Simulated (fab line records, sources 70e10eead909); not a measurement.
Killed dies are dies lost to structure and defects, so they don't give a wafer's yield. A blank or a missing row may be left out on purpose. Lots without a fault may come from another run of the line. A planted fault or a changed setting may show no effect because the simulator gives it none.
A struck lot beside a sound one | flow nand_harc | 20 steps out of a route of 1302
Sound: wafers L351.2, L351.4, L351.6. Struck: wafers L350.4, L350.5, L350.6. The cause comes at the end.
At each step with rows: each side's tool, then ch and its chambers, then its first start. Under that, the readings that differ: sound wafers | struck wafers | difference of the means | sigmas: that difference in standard deviations of wafers without a fault.
alike: readings whose means differ by less than 2 such deviations, and words and numbers that are the same on both sides. not compared: withheld readings, readings that some wafer has no value for, bounds like >300 that may hide the same value, and numbers for which the record gives no deviation and whose values overlap.
The two part at a step that has a row with sigmas, a row that says differs or no value, or rows on one side only. Numbers that don't overlap but have no deviation are shown without sigmas and don't part them. A reading that every wafer of one side lacks parts them only if that side has two wafers or more.

NHARC_P_ZERO_WELL_CD_MEAS_11: target cd 500 nm.
  sound on cd_sem-01 ch 0, day 7 17:15; struck on cd_sem-03 ch 0, day 7 07:11
  alike: cd_nm
then, 1 step without rows for these wafers: NHARC_P_ZERO_WELL_HARDBAKE_12 (time 65 s).
NHARC_P_ZERO_WELL_DESCUM_13: chemistry O2, time 3 s.
  sound on rie_diel-01 ch 1,2, day 7 17:24; struck on rie_diel-01 ch 1,2, day 7 07:22
  alike: drypump_motor_current_A, mfc_ar_sccm, oes_product_au, rf_vpp_V, showerhead_plenum_p_Torr, throttle_valve_pct
  not compared: rf_hours_counter_h
NHARC_P_ZERO_WELL_ETCH_65: etches the open film in N2/H2, target depth 80 nm, overetch 24 nm, time 87.88 s.
  sound on rie_diel-01 ch 1,2,3, day 7 17:32; struck on rie_diel-01 ch 0,2,3, day 7 07:27
  alike: drypump_motor_current_A, mfc_ar_sccm, oes_product_au, rf_vpp_V, showerhead_plenum_p_Torr, throttle_valve_pct
  not compared: rf_hours_counter_h
NHARC_P_ZERO_WELL_ETCH_62: etches the open film in CHF3/Ar, target depth 13 nm, time 6.5 s.
  sound on rie_diel-01 ch 1,3; struck on rie_diel-01 ch 0,1,2
  alike: drypump_motor_current_A, mfc_ar_sccm, oes_product_au, rf_vpp_V, showerhead_plenum_p_Torr, throttle_valve_pct
  not compared: rf_hours_counter_h
NHARC_P_ZERO_WELL_ETCH_63: etches the open film in HBr/Cl2, target depth 120 nm, time 40.1 s.
  sound on rie_si-02 ch 0,3, day 7 17:43; struck on rie_si-05 ch 0,1,2, day 7 07:38
  alike: drypump_motor_current_A, he_backside_leak_sccm, oes_product_au, throttle_valve_pct
  not compared: rf_hours_counter_h
then, 6 steps without rows for these wafers: NHARC_P_ZERO_WELL_STRIP_15 (strips in SPM, time 900 s); NHARC_P_ZERO_WELL_DEHYDRATE_16 (time 120 s); NHARC_P_ZERO_WELL_HMDS_17 (time 30 s); NHARC_P_ZERO_WELL_COAT_18; NHARC_P_ZERO_WELL_SOFTBAKE_19 (time 95 s); NHARC_P_ZERO_WELL_EBR_20.
NHARC_P_ZERO_WELL_EXPOSE_21: exposes mask P NWELL, target cd 720 nm.
  sound on krf_scanner-01 ch 0, day 7 18:29; struck on krf_scanner-04 ch 0, day 7 08:16
  reading              | sound                | struck               | difference | sigmas
  exposure_dose_mJ_cm2 | 22.277 22.314 22.273 | 23.604 23.596 23.564 | +1.300     | +54
  alike: mask, stage_vel_mm_s
then, 2 steps without rows for these wafers: NHARC_P_ZERO_WELL_PEB_22 (peb time 85 s); NHARC_P_ZERO_WELL_DEVELOP_23 (time 70 s).
NHARC_P_ZERO_WELL_CD_MEAS_24: target cd 720 nm.
  sound on cd_sem-03 ch 0, day 7 18:38; struck on cd_sem-01 ch 0, day 7 08:25
  reading    | sound             | struck            | difference | sigmas
  cd_nm (nm) | 721.0 722.5 721.7 | 728.4 730.2 729.9 | +7.8       | +5
then, 1 step without rows for these wafers: NHARC_P_ZERO_WELL_HARDBAKE_25 (time 80 s).
NHARC_P_ZERO_WELL_DESCUM_26: chemistry O2, time 3 s.
  sound on rie_diel-01 ch 2,3, day 7 18:48; struck on rie_diel-01 ch 1,2,3, day 7 08:37
  reading                      | sound             | struck            | difference | sigmas
  model.P_ZERO_WELL.cd_nm (nm) | 720.7 722.5 721.5 | 729.1 730.5 729.6 | +8.2       |
  alike: drypump_motor_current_A, mfc_ar_sccm, oes_product_au, rf_vpp_V, showerhead_plenum_p_Torr, throttle_valve_pct
  not compared: rf_hours_counter_h
then, 1 step without rows for these wafers: NHARC_P_ZERO_WELL_IMPLANT_27.
NHARC_END_SORT_01:
  the record has rows for the sound wafers here (prober-01 ch 0, day 29 18:02) and none for the struck ones

WHERE THEY PART
First at NHARC_P_ZERO_WELL_EXPOSE_21; last, within this record, at NHARC_END_SORT_01.

WHY: what the simulator had put in
Process parameter drift: krf_scanner-04, from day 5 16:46 on, at NHARC_P_ZERO_WELL_EXPOSE_21. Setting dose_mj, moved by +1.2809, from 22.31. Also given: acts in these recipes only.
